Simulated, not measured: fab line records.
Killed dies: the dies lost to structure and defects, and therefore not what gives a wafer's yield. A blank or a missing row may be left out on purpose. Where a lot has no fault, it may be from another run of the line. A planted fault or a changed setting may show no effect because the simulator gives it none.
fab line records    flow n5_finfet
record lots=5  wafers=13  last_day=17
route steps=1938 shown FIN_SAQP@126 FIN_CUT@154 STI_FIN_REVEAL@207 BEOL_M4@1111 PASSIVATION@1936
lots with no fault: from the same line, run without faults
start_h: start of the lot's first displayed wafer, in hours after the record's first day    wait_h: hours since the lot's step before    " as in the row above    L1.1+2: several wafers, shown together as one row    - no value, or no start was given    * or withheld: withheld    < > ~ a bound
route shown NAME@n: a module of which the file shows steps, and the number in the route of the first    usual: mean and standard deviation over wafers with no fault    same: alike in all rows    chamber/n: place in a boat    sites: per-site readings    _std_site: the values' standard deviation    _edge_site: outer sites' mean less inner sites'    radius_mm: for every site, how far away it sits from the centre of the wafer    mask NAME#n: copy n    behind: the tool/chamber that last shaped the wafer    hold: what put the lot on hold/how long, in hours/how the hold closed    device: which transistor (n, p or np) failed to switch    end of line: the tests these same wafers got at the end of their route    a step with no rows: only its recipe    killed: count of dies lost to structure and defects at first sort (not the wafer's yield)    map: dies across one wafer; x = killed, . = not, _ = none there
set.NAME: the setting as run; set.NAME@STEP: as run at that earlier step    model.NAME: the simulator's own value behind a step, which no gauge read
lots seen at some steps along the route; tables by step, rows by wafer
services: from which hour (start_h, from the record's first day; less than 0 if before it) a tool's chamber was out of use, for how many hours, and why
## steps
# step N5_FIN_SAQP_SPACER1_ETCHBACK_25
# recipe chemistry=CHF3/O2  mode=anisotropic_etchback  target=SiO2  target_depth_a=244  time_s=12.2  pressure_mtorr=30  source_w=650  bias_w=170  Ar_flow_sccm=200  CHF3_flow_sccm=50  O2_flow_sccm=5  ion_energy_ev=200
# step N5_FIN_SAQP_MANDREL1_REMOVE_56
# recipe chemistry=HBr/Cl2/O2  bt_time_s=10  target=a-Si  stop_on=SiNx  endpoint=OES-SiCl  over_etch_frac=1  icp_w=600  bias_w=22  HBr_flow_sccm=150  Cl2_flow_sccm=80  O2_flow_sccm=5  pressure_mtorr=10
# step N5_FIN_SAQP_ETCH_57
# recipe chemistry=CH3F/O2  target=SiNx  mask_material=SiO2  target_depth_a=325  time_s=46.4  pressure_mtorr=30  source_w=395  bias_w=73  Ar_flow_sccm=150  CH3F_flow_sccm=30  O2_flow_sccm=20  ion_energy_ev=120  ends=cleared
# step N5_FIN_SAQP_ETCH_65
# recipe chemistry=CF4  target=SiO2  target_depth_a=40  ion_energy_ev=350  time_s=4.4  pressure_mtorr=10  icp_w=800  bias_w=400  cf4_flow_sccm=80
# step N5_FIN_SAQP_MANDREL_ETCH_58
# recipe chemistry=HBr/Cl2  target=a-Si  target_depth_a=450  bt_time_s=10  stop_on=SiNx  mask_material=SiO2  over_etch_frac=0.8  time_s=27  pressure_mtorr=10  icp_w=800  bias_w=75  HBr_flow_sccm=150  Cl2_flow_sccm=80  ends=end_point
# step N5_FIN_SAQP_RECESS_63
# recipe chemistry=HF/NH3  target=SiO2  target_depth_a=180  afs_cycles=3  temp_c=30  sublimation_temp_c=180  sublimation_time_s=60
# step N5_FIN_SAQP_COAT_68
# recipe resist=SOC  temp_c=250  time_s=60  spin_rpm=1500  resist_thk_nm=100
# step N5_FIN_SAQP_ETCH_69
# recipe chemistry=N2/H2  target=SOC  target_depth_a=1500  stop_on=SiNx  ion_energy_ev=100  bias_w=61  pressure_mtorr=30  source_w=850  n2_flow_sccm=200  h2_flow_sccm=200
# step N5_FIN_SAQP_ETCH_67
# recipe chemistry=CH3F/O2  target=SiNx  target_depth_a=300  mask_material=SOC  pressure_mtorr=30  source_w=395  bias_w=73  Ar_flow_sccm=150  CH3F_flow_sccm=30  O2_flow_sccm=20  ion_energy_ev=120
# step N5_FIN_SAQP_STRIP_70
# recipe chemistry=N2/H2  power_w=500  temp_c=40  pressure_mtorr=50  rf_frequency_hz=6e+07  overash_fraction=0.3  bias_power_w=28  h2_frac=0.5  n2_flow_sccm=300  h2_flow_sccm=300
# step N5_FIN_SAQP_RECESS_71
# recipe chemistry=HF/NH3  target=SiO2  target_depth_a=30  afs_cycles=1  temp_c=30  sublimation_temp_c=180  sublimation_time_s=60
# step N5_FIN_SAQP_SPACER2_ALD_28
# recipe material=SiO2  target_thk_a=81  temp_c=300  ald_precursor_family=BDEAS  ald_co_reactant=O2-plasma  pulse_time_s=1  purge_time_s=2  co_reactant_purge_time_s=2  pressure_torr=2
# usual heater_power_w=477/60  precursor_pulse_height_rel=0.999/0.022
lot.wafer  tool        chamber  start_h  wait_h  heater_power_w  precursor_pulse_height_rel  model.SiO2_of_FIN_SAQP_SPACER2_ALD_28.thk_nm
L378.1     ald_sin-01  1        74.77    1.2     389             1.021                       8.2
L378.5     "           1        "        "       391             1.004                       8
L378.6     "           0        "        "       495             0.974                       8
L385.1     ald_sin-01  2        116.17   0.1     532             0.965                       8.2
L385.3     "           1        "        "       387             0.994                       8
L386.1     ald_sin-01  2        121.90   0.1     514             1.015                       11.6
L386.2     "           1        "        "       402             0.984                       8
L386.3     "           3        "        "       516             1.017                       8.2
L388.3     ald_sin-01  1        134.66   0.1     403             0.978                       8
L388.4     "           0        "        "       495             1.001                       8.2
L388.6     "           0        "        "       504             1.007                       11.8
L390.1     ald_sin-01  1        145.25   0.4     389             1.011                       11.6
L390.5     "           2        "        "       521             0.999                       8
# step N5_FIN_SAQP_SPACER2_ETCHBACK_29
# recipe chemistry=CHF3/O2  mode=anisotropic_etchback  target=SiO2  target_depth_a=122  time_s=6.1  pressure_mtorr=30  source_w=650  bias_w=170  Ar_flow_sccm=200  CHF3_flow_sccm=50  O2_flow_sccm=5  ion_energy_ev=200
# step N5_FIN_SAQP_MANDREL2_REMOVE_60
# recipe chemistry=HBr/Cl2/O2  bt_time_s=10  target=a-Si  stop_on=SiNx  endpoint=OES-SiCl  over_etch_frac=1  icp_w=600  bias_w=22  HBr_flow_sccm=150  Cl2_flow_sccm=80  O2_flow_sccm=5  pressure_mtorr=10
# usual chamber_pressure_mTorr=10.000/0.0092  drypump_motor_current_A=5.6/0.43  oes_product_au=0.998/0.019  throttle_valve_pct=36.4/0.45
lot.wafer  tool       chamber  start_h  wait_h  chamber_pressure_mTorr  drypump_motor_current_A  oes_product_au  rf_hours_counter_h  throttle_valve_pct  model.FIN_SAQP.cd_nm
L378.1     rie_si-01  1        75.18    0.1     10.004                  5.9                      0.990           9                   37.0                8.2
L378.5     "          2        "        "       10.002                  6.2                      1.008           -                   35.8                8.2
L378.6     "          3        "        "       10.008                  6.0                      0.963           -                   37.0                8
L385.1     rie_si-01  1        116.83   0.1     9.996                   5.9                      0.985           9                   37.0                8
L385.3     "          3        "        "       9.986                   6.0                      0.975           50                  37.0                8.2
L386.1     rie_si-04  0        122.43   0.1     9.997                   5.3                      0.985           179                 36.5                12
L386.2     "          2        "        "       9.985                   4.7                      1.030           196                 36.4                8
L386.3     "          1        "        "       9.999                   5.9                      0.989           61                  36.7                8.2
L388.3     rie_si-01  3        135.07   0.1     9.998                   6.0                      0.975           50                  37.0                8
L388.4     "          0        "        "       9.995                   5.4                      0.999           31                  35.9                8.4
L388.6     "          2        "        "       10.002                  6.2                      1.007           -                   35.8                11.8
L390.1     rie_si-04  3        145.66   0.1     9.992                   5.2                      1.022           8                   36.3                11.8
L390.5     "          3        "        "       10.002                  5.2                      1.020           -                   36.3                8.2
# step N5_FIN_SAQP_CD_MEAS_31
# recipe target_cd_nm=8  landing_energy_ev=1000  detector=se_inlens  polarity=line
# usual cd_nm=8.14/0.24
lot.wafer  tool       chamber  start_h  wait_h  cd_nm
L378.1     cd_sem-03  0        75.29    0.1     8.03
L378.5     "          0        "        "       8.01
L378.6     "          0        "        "       8.37
L385.1     cd_sem-03  0        116.94   0.1     7.55
L385.3     "          0        "        "       7.75
L386.1     cd_sem-03  0        122.54   0.1     12.14
L386.2     "          0        "        "       8.03
L386.3     "          0        "        "       8.29
L388.3     cd_sem-02  0        135.19   0.1     8.15
L388.4     "          0        "        "       8.54
L388.6     "          0        "        "       11.51
L390.1     cd_sem-01  0        145.77   0.1     11.66
L390.5     "          0        "        "       8.25
# step N5_FIN_SAQP_HM_OPEN_33
# recipe chemistry=CH3F/O2  target=SiNx  mask_material=SiO2  target_depth_a=494  time_s=70.6  pressure_mtorr=30  source_w=395  bias_w=73  Ar_flow_sccm=150  CH3F_flow_sccm=30  O2_flow_sccm=20  ion_energy_ev=120  ends=cleared
# step N5_FIN_SAQP_ETCH_34
# recipe chemistry=C4F6/O2  target=SiO2  target_depth_a=450  time_s=15  ion_energy_ev=250  pressure_mtorr=30  source_w=345  bias_w=185  Ar_flow_sccm=300  C4F6_flow_sccm=10  O2_flow_sccm=10  ends=cleared
# step N5_FIN_SAQP_STRIP_77
# recipe chemistry=N2/H2  time_s=90  power_w=100  temp_c=40  pressure_mtorr=100  rf_frequency_hz=6e+07  bias_power_w=3  n2_flow_sccm=300  h2_flow_sccm=300
# step N5_FIN_SAQP_HM_CD_35
# recipe target_cd_nm=8  polarity=line
# usual cd_nm=8.15/0.25
lot.wafer  tool       chamber  start_h  wait_h  cd_nm
L378.1     cd_sem-03  -        75.97    0.1     7.93
L378.5     "          -        "        "       7.74
L378.6     "          -        "        "       8.03
L385.1     cd_sem-03  -        117.20   0.1     7.68
L385.3     "          -        "        "       7.94
L386.1     cd_sem-02  -        122.92   0.1     12.19
L386.2     "          -        "        "       7.93
L386.3     "          -        "        "       8.02
L388.3     cd_sem-03  -        135.45   0.1     8.11
L388.4     "          -        "        "       8.31
L388.6     "          -        "        "       11.71
L390.1     cd_sem-01  -        146.04   0.1     11.79
L390.5     "          -        "        "       8.32
# step N5_FIN_SAQP_ETCH_64
# recipe chemistry=CF4  target=SiO2  target_depth_a=15  ion_energy_ev=350  pressure_mtorr=10  icp_w=800  bias_w=400  cf4_flow_sccm=80
# step N5_FIN_SAQP_FIN_ETCH_36
# recipe chemistry=HBr/Cl2/O2  target_depth_a=1200  mask_material=SiNx  time_s=50.4  bias_w=102  pressure_mtorr=10  icp_w=800  HBr_flow_sccm=150  Cl2_flow_sccm=80  O2_flow_sccm=12
# usual chamber_pressure_mTorr=9.998/0.0089  drypump_motor_current_A=5.5/0.39  oes_product_au=0.996/0.025  throttle_valve_pct=36.0/0.4
lot.wafer  tool       chamber  start_h  wait_h  chamber_pressure_mTorr  drypump_motor_current_A  oes_product_au  rf_hours_counter_h  throttle_valve_pct  model.FIN_SAQP.cd_nm
L378.1     rie_si-02  2        76.04    0.0     9.993                   4.9                      0.955           50                  36.2                8
L378.5     "          1        "        "       10.013                  5.5                      1.000           -                   35.7                8
L378.6     "          0        "        "       9.989                   5.4                      1.009           -                   36.3                7.8
L385.1     rie_si-02  2        117.27   0.0     9.990                   4.9                      0.951           51                  36.2                7.8
L385.3     "          3        "        "       10.004                  5.5                      1.030           31                  36.2                8
L386.1     rie_si-01  1        122.99   0.0     10.003                  5.9                      0.990           10                  36.3                11.8
L386.2     "          0        "        "       9.998                   5.4                      1.008           31                  35.3                8
L386.3     "          3        "        "       10.007                  6.0                      0.958           50                  36.3                7.6
L388.3     rie_si-02  3        135.51   0.0     9.997                   5.5                      1.032           32                  36.2                7.8
L388.4     "          0        "        "       9.985                   5.4                      1.019           49                  36.3                8.2
L388.6     "          2        "        "       10.003                  4.9                      0.959           -                   36.2                11.6
L390.1     rie_si-01  3        146.10   0.0     9.989                   6.0                      0.958           51                  36.3                11.6
L390.5     "          1        "        "       10.010                  5.9                      0.992           -                   36.3                8
# step N5_FIN_SAQP_CD_MEAS_37
# recipe target_cd_nm=8  polarity=line
# usual cd_nm=8.10/0.28
lot.wafer  tool       chamber  start_h  wait_h  cd_nm
L378.1     cd_sem-02  -        76.16    0.1     8.02
L378.5     "          -        "        "       7.75
L378.6     "          -        "        "       7.76
L385.1     cd_sem-03  -        117.39   0.1     7.79
L385.3     "          -        "        "       7.82
L386.1     cd_sem-02  -        123.11   0.1     11.69
L386.2     "          -        "        "       8.05
L386.3     "          -        "        "       7.65
L388.3     cd_sem-01  -        135.64   0.1     7.82
L388.4     "          -        "        "       8.24
L388.6     "          -        "        "       11.78
L390.1     cd_sem-01  -        146.22   0.1     11.54
L390.5     "          -        "        "       7.69
# step N5_FIN_SAQP_PRECLEAN_38
# recipe chemistry=O3/DIW  time_s=45  temp_c=22  o3_ppm=10
# step N5_FIN_SAQP_PRECLEAN_45
# recipe chemistry=dHF  time_s=10  dilution=500:1  temp_c=25
# step N5_FIN_SAQP_SRD_39
# recipe dry=ipa_marangoni  time_s=30  temp_c=23  rinse_liquid=diw
# step N5_FIN_CUT_COAT_18
# recipe resist=SOC  temp_c=250  time_s=60  spin_rpm=1500  resist_thk_nm=230
# step N5_FIN_CUT_COAT_19
# recipe resist=SiARC  temp_c=220  time_s=60  spin_rpm=1500  resist_thk_nm=20
# step N5_FIN_CUT_COAT_29
# recipe resist=underlayer  temp_c=205  time_s=60  spin_rpm=1500  resist_thk_nm=10
# step N5_FIN_CUT_COAT_02
# recipe resist=CAR-EUV  spin_rpm=1500  resist_thk_nm=30
# step N5_FIN_CUT_EBR_04
# recipe solvent=PGMEA  ebr_width_mm=1.5
# step N5_FIN_CUT_SOFTBAKE_03
# recipe temp_c=110  time_s=60  resist=CAR-EUV
# step N5_FIN_CUT_EXPOSE_05
# recipe mask_id=FIN_CUT  na=0.33  source_shape=annular  sigma_inner=0.35  sigma_outer=0.8  polarization=unpolarized  dose_mj=45.75
# step N5_FIN_CUT_PEB_06
# recipe peb_temp_c=100  peb_time_s=60  resist=CAR-EUV
# step N5_FIN_CUT_DEVELOP_07
# recipe develop_time_s=30  developer=TMAH  resist=CAR-EUV  rinse_liquid=surfactant_rinse  dry=air_spin  dev_temp_c=23
# step N5_FIN_CUT_DESCUM_13
# recipe chemistry=O2  time_s=7  source_power_w=50  bias_power_w=20  pressure_mtorr=20  rf_frequency_hz=2.712e+07  temp_c=40  resist=CAR-EUV  o2_flow_sccm=225
# step N5_FIN_CUT_ETCH_30
# recipe chemistry=N2/H2  target=underlayer  target_depth_a=130  mask_material=CAR-EUV  time_s=10.4  ion_energy_ev=200  pressure_mtorr=30  source_w=840  bias_w=150  n2_flow_sccm=200  h2_flow_sccm=200  ends=cleared
# step N5_STI_FIN_REVEAL_CD_MEAS_22
# recipe target_cd_nm=6.238  pitch_nm=28  polarity=line
# usual cd_nm=6.2/0.31
lot.wafer  tool       chamber  start_h  wait_h  cd_nm
L378.1     cd_sem-02  -        88.27    0.0     6.1
L378.5     "          -        "        "       6.1
L378.6     "          -        "        "       5.5
L385.1     cd_sem-01  -        128.18   0.0     5.6
L385.3     "          -        "        "       6.1
L386.1     cd_sem-02  -        133.39   0.0     10.0
L386.2     "          -        "        "       6.5
L386.3     "          -        "        "       5.9
L388.3     cd_sem-03  -        145.80   0.0     6.3
L388.4     "          -        "        "       6.1
L388.6     "          -        "        "       10.0
L390.1     cd_sem-03  -        156.32   0.0     9.7
L390.5     "          -        "        "       6.4
# step N5_BEOL_M4_RC_MEAS_101
# usual DIBL_N=36.2/2.2  DIBL_P=36.5/3  IOFF_N=0.16/0.039  IOFF_N_85C=3.1/0.63  IOFF_N_LIN=0.075/0.015  IOFF_P=0.22/0.047  IOFF_P_85C=3.7/0.68  IOFF_P_LIN=0.101/0.017  ION_N=675/15  ION_P=463/10  SS_N=71.6/0.71  SS_P=73.4/0.94  VT_N=250/3.6  VT_N_LVT=99/3.7  VT_P=-250/3.9  VT_P_LVT=-99/3.5
lot.wafer  tool       chamber  start_h  wait_h  DIBL_N[mV/V]  DIBL_P[mV/V]  IOFF_N[nA/um]  IOFF_N_85C[nA/um]  IOFF_N_LIN[nA/um]  IOFF_P[nA/um]  IOFF_P_85C[nA/um]  IOFF_P_LIN[nA/um]  ION_N[uA/um]  ION_P[uA/um]  SS_N[mV/dec]  SS_P[mV/dec]  VT_N[mV]  VT_N_LVT[mV]  VT_P[mV]  VT_P_LVT[mV]
L378.1     prober-02  0        218.11   0.0     34.2          34.9          0.14           2.8                0.067              0.17           3.1                0.082              666           455           70.9          73.2          251       99            -254      -103
L378.5     "          0        "        "       35.9          37.3          0.17           3.3                0.076              0.21           3.8                0.094              669           457           71.3          74.0          249       96            -254      -101
L378.6     "          0        "        "       30.7          28.8          0.10           2.0                0.046              0.11           2.1                0.059              643           440           70.7          71.1          258       104           -262      -108
L386.1     prober-02  0        271.97   0.0     56.9          65.5          2.92           36.4               0.881              2.21           26.7               0.560              824           538           75.3          80.4          198       49            -219      -67
L386.2     "          0        "        "       36.5          38.4          0.16           3.1                0.070              0.25           4.2                0.109              665           465           72.4          74.0          250       100           -249      -96
L386.3     "          0        "        "       34.4          34.6          0.11           2.3                0.055              0.15           2.9                0.080              654           454           71.1          72.7          257       105           -253      -103
L385.1     prober-01  0        274.10   0.0     37.9          35.5          0.14           2.9                0.065              0.19           3.4                0.091              659           453           71.6          74.8          253       103           -252      -101
L385.3     "          0        "        "       34.2          31.7          0.10           2.2                0.053              0.14           2.6                0.075              668           456           70.4          73.0          256       103           -254      -106
L388.3     prober-02  0        285.43   0.4     35.8          35.7          0.15           2.9                0.068              0.23           3.9                0.110              671           474           71.6          72.8          250       99            -244      -97
L388.4     "          0        "        "       36.1          36.2          0.18           3.4                0.082              0.24           4.0                0.111              699           487           72.1          72.3          248       96            -246      -95
L388.6     "          0        "        "       59.4          67.1          4.20           48.1               1.160              2.79           31.1               0.663              875           567           77.2          80.7          194       44            -215      -64
L390.1     prober-01  0        286.71   0.0     60.1          69.2          4.75           53.5               1.299              3.24           36.6               0.755              864           566           77.5          81.8          193       44            -213      -63
L390.5     "          0        "        "       35.1          35.7          0.15           3.0                0.071              0.24           4.0                0.113              664           463           71.5          73.5          251       99            -247      -98
# step N5_PASSIVATION_PROBE_49
# usual defect_limited_yield=91.5/1.5  killed_at_M0_to_M3=32/10  killed_at_M4_up=13/4.9  killed_at_contacts=13/6.1  killed_at_front_end=38/11  killed_at_other=3/3.2  killed_dies=101/18  killed_open=66/13  killed_short=32/8.3  sort_bin_4_leakage=0.00/0.018  sort_bin_5_function=5.0/1  sort_bin_6_memory=3.2/0.74  sort_bin_8_speed=0.1/1.1  sort_n_pass=1078/22  sort_yield_pct=91.3/1.9
# same gross_dies=1180  killed_at_back_side=0
lot.wafer  tool       chamber  start_h  wait_h  defect_limited_yield[%]  killed_at_M0_to_M3  killed_at_M4_up  killed_at_contacts  killed_at_front_end  killed_at_other  killed_dies  killed_open  killed_short  sort_bin_4_leakage[%]  sort_bin_5_function[%]  sort_bin_6_memory[%]  sort_bin_8_speed[%]  sort_n_pass  sort_yield_pct[%]
L378.1     prober-02  -        329.41   0.0     90.5                     52                  21               2                   35                   2                112          77           32            0                      4.8                     4.5                   0                    1068         90.5
L378.5     prober-02  -        329.61   0.2     92.2                     43                  14               8                   27                   0                92           44           44            0                      4.9                     2.5                   0                    1088         92.2
L378.6     prober-02  -        329.66   0.3     92.5                     21                  17               11                  40                   0                89           60           28            0                      4.4                     2.9                   0.3                  1088         92.2
L385.1     prober-01  -        386.40   0.0     92.7                     30                  18               8                   28                   2                86           59           24            0                      4.8                     2.2                   0                    1094         92.7
L385.3     prober-01  -        386.50   0.1     92.0                     28                  20               13                  33                   0                94           62           31            0                      4.8                     2.8                   0                    1086         92.0
L386.1     prober-01  -        386.73   0.0     91.2                     27                  16               7                   49                   5                104          69           34            91.19                  5.3                     3.3                   0                    0            0
L386.2     prober-01  -        386.78   0.1     92.5                     25                  16               2                   36                   10               89           55           33            0                      4.9                     2.3                   0                    1091         92.5
L386.3     prober-01  -        386.83   0.1     91.3                     27                  14               6                   54                   2                103          66           33            0                      4.4                     3.8                   0                    1077         91.3
L388.3     prober-02  -        392.86   0.6     88.6                     39                  16               26                  45                   9                135          88           37            0                      6.1                     4.2                   0                    1045         88.6
L388.4     prober-02  -        392.91   0.6     92.3                     29                  13               13                  31                   5                91           55           32            0                      5.1                     2.5                   0                    1089         92.3
L388.6     prober-02  -        393.01   0.7     92.2                     37                  9                5                   37                   4                92           58           34            92.20                  4.7                     2.7                   0                    0            0
L390.1     prober-01  -        402.25   0.0     91.9                     29                  22               16                  23                   5                95           71           23            91.95                  4.7                     3.1                   0                    0            0
L390.5     prober-01  -        402.45   0.2     93.1                     36                  15               6                   24                   1                82           57           25            0                      4.2                     2.5                   0                    1098         93.1
# killed by level:class
L378.1 BEOL_M0_SAQP:geometric_particle:short=11 BEOL_M1:geometric_particle:open=11 BEOL_M2:geometric_particle:open=11 STI_FIN_REVEAL:geometric_particle:open=8 BEOL_M4:geometric_particle:open=8 FIN_SAQP:geometric_particle:short=7 BEOL_M0_SAQP:geometric_particle:open=7 FIN_SAQP:geometric_particle:open=6
L378.5 BEOL_M0_SAQP:geometric_particle:short=12 BEOL_M0_SAQP:geometric_particle:open=10 FIN_SAQP:geometric_particle:short=9 MOL_CONTACT_COAG:geometric_particle:open=6 BEOL_M1:geometric_particle:open=5 BEOL_M3:geometric_particle:open=5 STI_FIN_REVEAL:geometric_particle:open=4 GATE_CUT:geometric_particle:short=4
L378.6 STI_FIN_REVEAL:geometric_particle:open=10 MOL_CONTACT_COAG:geometric_particle:open=10 BEOL_M4:geometric_particle:open=8 FIN_SAQP:geometric_particle:short=7 BEOL_M0_SAQP:geometric_particle:open=7 FIN_SAQP:geometric_particle:open=4 DUMMY_GATE:geometric_particle:open=4 FIN_CUT:geometric_particle:short=3
L385.1 FIN_SAQP:geometric_particle:open=8 BEOL_M0_SAQP:geometric_particle:short=7 STI_FIN_REVEAL:geometric_particle:open=7 MOL_CONTACT_COAG:geometric_particle:open=7 BEOL_M1:geometric_particle:open=7 BEOL_M5:geometric_particle:open=6 BEOL_M0_SAQP:geometric_particle:open=5 BEOL_M3:geometric_particle:open=4
L385.3 BEOL_M4:geometric_particle:open=13 MOL_CONTACT_COAG:geometric_particle:open=7 MOL_CONTACT_COAG:geometric_particle:short=6 STARTING-WAFER:geometric_particle:open=6 STI_FIN_REVEAL:geometric_particle:open=5 BEOL_M0:geometric_particle:open=5 BEOL_M2:geometric_particle:open=5 BEOL_M3:geometric_particle:open=5
L386.1 FIN_SAQP:geometric_particle:short=12 STI_FIN_REVEAL:geometric_particle:open=10 FIN_SAQP:geometric_particle:open=8 BEOL_M2:geometric_particle:open=8 BEOL_M1:geometric_particle:open=7 BEOL_M4:geometric_particle:open=6 GATE_CUT:geometric_particle:short=5 MOL_CONTACT_COAG:geometric_particle:open=5
L386.2 FIN_SAQP:geometric_particle:short=8 STI_FIN_REVEAL:geometric_particle:open=7 FIN_SAQP:geometric_particle:open=6 BEOL_M1:geometric_particle:open=6 MIM_TOP_ETCH:geometric_particle:open=5 DUMMY_GATE:geometric_particle:open=4 BEOL_M0_SAQP:geometric_particle:open=4 BEOL_M2:geometric_particle:open=4
L386.3 STI_FIN_REVEAL:geometric_particle:open=19 GATE_CUT:geometric_particle:open=8 FIN_SAQP:geometric_particle:short=7 BEOL_M3:geometric_particle:open=7 BEOL_M4:geometric_particle:open=7 GATE_CUT:geometric_particle:short=6 BEOL_M2:geometric_particle:open=5 STI_FIN_REVEAL:geometric_particle:short=4
L388.3 MOL_CONTACT_COAG:geometric_particle:open=20 BEOL_M2:geometric_particle:open=16 HKMG_FIN:area_etch=10 BEOL_M4:geometric_particle:open=7 MOL_CONTACT_COAG:geometric_particle:short=6 STI_FIN_REVEAL:geometric_particle:open=5 ILD0:geometric_particle:open=5 MIM_TOP_ETCH:geometric_particle:open=5
L388.4 MOL_CONTACT_COAG:geometric_particle:open=10 BEOL_M2:geometric_particle:open=9 FIN_SAQP:geometric_particle:short=6 BEOL_M1:geometric_particle:open=5 DUMMY_GATE:geometric_particle:open=4 GATE_CUT:geometric_particle:short=4 BEOL_M0_SAQP:geometric_particle:open=4 BEOL_M3:geometric_particle:open=4
L388.6 BEOL_M2:geometric_particle:open=13 BEOL_M1:geometric_particle:short=7 GATE_CUT:geometric_particle:short=6 STI_FIN_REVEAL:geometric_particle:open=5 DUMMY_GATE:geometric_particle:open=5 GATE_CUT:geometric_particle:open=4 STARTING-WAFER:geometric_particle:short=4 BEOL_M0:geometric_particle:open=4
L390.1 BEOL_M4:geometric_particle:open=13 MOL_CONTACT_COAG:geometric_particle:open=12 BEOL_M1:geometric_particle:open=8 BEOL_M3:geometric_particle:open=7 BEOL_M0_SAQP:geometric_particle:open=6 DUMMY_GATE:geometric_particle:open=5 MOL_CONTACT_COAG:geometric_particle:short=4 BEOL_M0_SAQP:geometric_particle:short=4
L390.5 BEOL_M0_SAQP:geometric_particle:open=7 BEOL_M4:geometric_particle:open=7 BEOL_M0_SAQP:geometric_particle:short=6 BEOL_M3:geometric_particle:open=6 FIN_SAQP:geometric_particle:open=5 MOL_CONTACT_COAG:geometric_particle:open=5 BEOL_M1:geometric_particle:open=5 BEOL_M1:geometric_particle:short=5
# map L386.1 (x killed, . not)
_________________x......x....________________
______________...x........x...x._____________
___________.......x...x...........x__________
__________.x.......................x_________
________......x......................._______
_______............x...................______
______..............................x..._____
_____x.....x...x......................x..____
____..........................x....x.x....___
___........x...............................__
___....................x.x.................__
__........x.......x.x..........x...x........_
__...................................x..x..._
_..............x........x....................
_.....x......x.......x....x.......x.......x..
_..................................xx......x.
_..............x...x...x.....................
_.........x.............x....................
_..............x......x.......x.............x
_.x................x....x..x..............x..
_............x..........x....................
__x.x..x.......x............................_
__..........x.x.........x............x......_
___..................x.......xxxx..........__
___.....x..............x..................x__
____..............x..............x..x....x___
_____x..........x.....x..x...............____
______..x...x..x......x.x..........x..x._____
_______x.x.x.........x...........x.....______
________...x......x..........x....x..._______
__________.........................x_________
___________..x....x...............x__________
______________.x..............xx_____________
_________________............________________
# map L388.3 (x killed, . not)
_________________..x.....x...________________
______________....x.x..........x_____________
___________.....x...........x......__________
__________.......................x.x_________
________.x....x...................x..._______
_______....x........x..........x.......______
______............x.............x......._____
_____...........x.....................x..____
____.................xxx............x.x...___
___........x.................xx............__
___.xx.........x....x....x.......x.........__
__.......xx...................x.......x....._
__.........................................._
_...x.....x...xx...........................xx
_..x..x........x...x...x........x..x.........
_..................x.........x........x..xx..
_..xx............x...x....x.................x
_.x........x.................x.x.............
_..x......................x..x..xx...........
_x..x.......x....x............x........x.....
_.............x......x....x.x...........x....
__....................x..x.x................_
__....x...x......x..x.x.xxx...xx........x..._
___....x..x..........x...........x.x.......__
___x..............x...........x............__
____..x............x..........x.....x....x___
_____...x.........x....x........xx.......____
______.....x..xxx..x......x............._____
_______x....x...x.....x...x............______
________.............x.x.x..xx.....x.._______
__________x........................._________
___________x..................x....__________
______________.........x........_____________
_________________x...........________________
## services
tool        chamber  start_h  hours  kind
rie_si-02   3        56.79    51.3   repair
ald_sin-01  0        56.98    3.5    repair
ald_sin-01  -        86.31    14.0   pm
ald_sin-01  0        86.31    14.0   vent_cycle
ald_sin-01  1        86.31    14.0   vent_cycle
ald_sin-01  2        86.31    14.0   vent_cycle
ald_sin-01  3        86.31    14.0   vent_cycle
ald_sin-01  0        100.31   -      clean
ald_sin-01  1        100.31   -      clean
ald_sin-01  2        100.31   -      clean
ald_sin-01  3        100.31   -      clean
ald_sin-01  0        116.62   14.9   repair
rie_si-04   2        144.24   -      clean
rie_si-04   2        144.24   35.7   scheduled_down
rie_si-04   2        144.24   35.7   vent_cycle
## key
first_sign step=N5_FIN_SAQP_CD_MEAS_31  reading=cd_nm  direction=up  sigmas=15  usual=8.14  struck=11.77
effect step=N5_FIN_SAQP_HM_CD_35  reading=cd_nm  direction=up  sigmas=15  usual=8.15  struck=11.90
effect step=N5_FIN_SAQP_CD_MEAS_37  reading=cd_nm  direction=up  sigmas=13  usual=8.10  struck=11.67
effect step=N5_STI_FIN_REVEAL_CD_MEAS_22  reading=cd_nm  direction=up  sigmas=12  usual=6.2  struck=9.9
effect step=N5_BEOL_M4_RC_MEAS_101  reading=IOFF_N  direction=up  sigmas=98  usual=0.16  struck=3.96
effect step=N5_BEOL_M4_RC_MEAS_101  reading=IOFF_N_LIN  direction=up  sigmas=70  usual=0.075  struck=1.113
effect step=N5_BEOL_M4_RC_MEAS_101  reading=IOFF_N_85C  direction=up  sigmas=68  usual=3.1  struck=46.0
effect step=N5_BEOL_M4_RC_MEAS_101  reading=IOFF_P  direction=up  sigmas=53  usual=0.22  struck=2.75
effect step=N5_BEOL_M4_RC_MEAS_101  reading=IOFF_P_85C  direction=up  sigmas=41  usual=3.7  struck=31.5
effect step=N5_BEOL_M4_RC_MEAS_101  reading=IOFF_P_LIN  direction=up  sigmas=33  usual=0.101  struck=0.659
effect step=N5_BEOL_M4_RC_MEAS_101  reading=VT_N  direction=down  sigmas=15  usual=250  struck=195
effect step=N5_BEOL_M4_RC_MEAS_101  reading=VT_N_LVT  direction=down  sigmas=14  usual=99  struck=45
effect step=N5_BEOL_M4_RC_MEAS_101  reading=ION_N  direction=up  sigmas=12  usual=675  struck=854
effect step=N5_BEOL_M4_RC_MEAS_101  reading=DIBL_P  direction=up  sigmas=10  usual=36.5  struck=67.3
effect step=N5_BEOL_M4_RC_MEAS_101  reading=DIBL_N  direction=up  sigmas=10  usual=36.2  struck=58.8
effect step=N5_BEOL_M4_RC_MEAS_101  reading=VT_P_LVT  direction=up  sigmas=10  usual=-99  struck=-65
effect step=N5_PASSIVATION_PROBE_49  reading=sort_bin_4_leakage  direction=up  sigmas=99+  usual=0.00  struck=91.78
model_effect step=N5_FIN_SAQP_SPACER2_ALD_28  value=SiO2_of_FIN_SAQP_SPACER2_ALD_28.thk_nm  without=8.067  struck=11.67
model_effect step=N5_FIN_SAQP_MANDREL2_REMOVE_60  value=FIN_SAQP.cd_nm  without=8.267  struck=11.87
model_effect step=N5_FIN_SAQP_FIN_ETCH_36  value=FIN_SAQP.cd_nm  without=8.067  struck=11.67
met_at N5_FIN_SAQP_SPACER2_ALD_28
struck_wafers L386.1,L388.6,L390.1
baseline_loss step=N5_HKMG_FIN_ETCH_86  wafers=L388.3
onset_between 116.17 121.90
fault kind=process_parameter_drift  tool=ald_sin-01  chamber=-  onset_h=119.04  steps=N5_FIN_SAQP_SPACER2_ALD_28  channel=target_thk_a  offset=*  shape=step  end_h=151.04  scope=struck_wafers_only  acts_in=*  stated=*
# baseline_loss: these wafers lose ten dies or more at that step, a loss of the line's own and not of a fault; the sort's usual values leave them out
